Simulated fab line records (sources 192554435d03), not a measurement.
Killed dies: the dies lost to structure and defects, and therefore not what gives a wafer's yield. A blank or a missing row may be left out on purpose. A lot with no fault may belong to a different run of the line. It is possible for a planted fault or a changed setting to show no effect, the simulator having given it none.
Chamber matching ; flow n5-finfet ; N5_BEOL_M12_ETCH_38 on rie-diel-06: 4 sister chambers
The step etches SiCN in CF4/N2, target depth 68.7 nm, time 73.4 s. 4 wafers are shown with their chamber, then 9 later ones without.

## WAFERS PAIRED WITH THEIR CHAMBERS
wafer;chamber;drypump-motor-current-A (A)
L086.4;1;4.8
L088.2;0;5.2
L088.5;3;6.7
L088.6;2;5.4

## WAFERS MISSING THEIR CHAMBER
wafer;drypump-motor-current-A (A)
L092.1;6.7
L092.4;4.9
L092.6;6.7
L097.2;4.9
L097.3;6.7
L097.6;6.7
L096.2;4.8
L096.4;6.7
L096.6;4.9

## CHAMBER TAKEN BY EACH
wafer;from the rows above;in truth
L092.1;3;3
L092.4;1;1
L092.6;3;3
L097.2;1;1
L097.3;3;3
L097.6;3;3
L096.2;1;1
L096.4;3;3
L096.6;1;1
9 of 9 placed correctly. Not placeable from these rows: 0. Wrongly placed: 0.
How it was worked out, from the rows above alone: a wafer's distance from a chamber is the root of the sum, over the readings, of the square of ((its reading less the chamber's mean) divided by the reading's scatter). The wafer belongs to the nearest chamber; if the next one is less than 2 further off, it can't be placed. For every chamber, the mean is computed from those of its wafers that are shown. The scatter: with one shown wafer a chamber, the root of the mean of the squares of how far each hidden wafer lies from its nearest shown one.
